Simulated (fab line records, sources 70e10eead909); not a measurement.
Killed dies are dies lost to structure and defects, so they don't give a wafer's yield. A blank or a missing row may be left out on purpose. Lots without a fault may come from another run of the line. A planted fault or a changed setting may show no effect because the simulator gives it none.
One fault seen from 3 desks | flow nand_harc | each desk has only its own numbers; what lay behind them comes last

THE METROLOGY DESK
What the gauges read, lot by lot, whatever tool the lot ran on: means of the sampled wafers that have a number. A lot is out of limits, marked OUT, if its mean lies more than 4 standard deviations from the usual mean; the brackets give that distance.
Columns: A = thk_nm at NHARC_A_DECK1_JOINT_THK_MEAS_14, usual 51.8 nm; B = thk_nm at NHARC_A_ONON_D2_THK_MEAS_18, usual 1000 nm
lot  | first seen here | A    | B
L149 | day 11 06:46    | 51.6 | 1006
L150 | day 11 14:34    | 52.7 | 991
L152 | day 12 19:26    | 50.5 | 1004
L153 | day 12 22:55    | 52.8 | 1001
L155 | day 14 01:10    | 53.1 | 988
L156 | day 14 13:33    | 52.2 | 1014
L157 | day 14 13:33    | 51.0 | 1005
L159 | day 15 10:19    | 50.1 | 1010
L158 | day 15 10:19    | 53.2 | 995
L160 | day 15 18:09    | 53.1 | 993
L161 | day 16 05:07    | 50.4 | 1005
L165 | day 18 03:23    | 49.1 | 866 (-17) OUT
L167 | day 18 16:53    | 54.0 | 852 (-18) OUT
L168 | day 19 08:02    | 52.3 | 854 (-18) OUT
This desk's finding: out of limits on L165, L167, L168; first on L165, day 19 08:53 (thk_nm at NHARC_A_ONON_D2_THK_MEAS_18). In limits: L149, L150, L152, L153, L155, L156, L157, L159, L158, L160, L161.

THE TOOL OWNER'S DESK: pecvd_onon-02
The tool's own readings at NHARC_A_ONON_D2_DEP_16 (target thk 1000 nm): means of the sampled wafers that have a number, for each lot that ran on this tool. A lot is out of limits, marked OUT, if its mean lies more than 4 standard deviations from the usual mean; the brackets give that distance.
Columns: A = n2_flow_sccm at NHARC_A_ONON_D2_DEP_16, usual 2751 sccm
lot  | first seen here | A
L150 | day 13 06:49    | 2746
L152 | day 14 05:13    | 2753
L153 | day 14 10:22    | 2746
L155 | day 15 19:40    | 2743
L161 | day 17 22:53    | 2740
L165 | day 19 08:23    | 2756
L167 | day 20 02:55    | 2760
L168 | day 20 16:10    | 2756
This desk's finding: nothing out of limits on any of the 8 lots.

THE DEFECT DESK
What the inspections along the route counted, lot by lot: means of the sampled wafers that have a number. A lot is out of limits, marked OUT, if its mean lies more than 4 standard deviations from the usual mean; the brackets give that distance.
Columns: A = raw_defect_count at NHARC_A_ONON_D2_INSPECT_32, usual 403
lot  | first seen here | A
L149 | day 12 18:10    | 330
L150 | day 13 10:07    | 441
L152 | day 14 09:02    | 179
L153 | day 14 13:31    | 475
L156 | day 15 22:55    | 549
L155 | day 15 22:56    | 341
L157 | day 15 22:58    | 379
L158 | day 16 19:55    | 467
L159 | day 16 20:09    | 426
L160 | day 17 09:03    | 493
L161 | day 18 02:11    | 405
L165 | day 19 11:41    | 332
L167 | day 20 06:15    | 530
L168 | day 20 19:16    | 331
This desk's finding: nothing out of limits on any of the 14 lots.

PUT TOGETHER
The metrology desk could have raised an alarm at day 19 08:53, on L165, L167, L168.
The tool owner's desk saw nothing out of limits.
The defect desk saw nothing out of limits.
The tool owner's desk has L165, L167, L168 on record, within its limits.
The defect desk has L165, L167, L168 on record, within its limits.
Of the lots named, all ran NHARC_A_ONON_D2_DEP_16 on pecvd_onon-02.

WHAT THE SIMULATOR HAD PUT IN
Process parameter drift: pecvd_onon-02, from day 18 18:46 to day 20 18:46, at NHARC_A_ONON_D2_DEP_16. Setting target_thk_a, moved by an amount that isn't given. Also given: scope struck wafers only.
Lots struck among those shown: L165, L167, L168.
Hours from the fault's start to each desk's first reading out of limits: the metrology desk, 14.
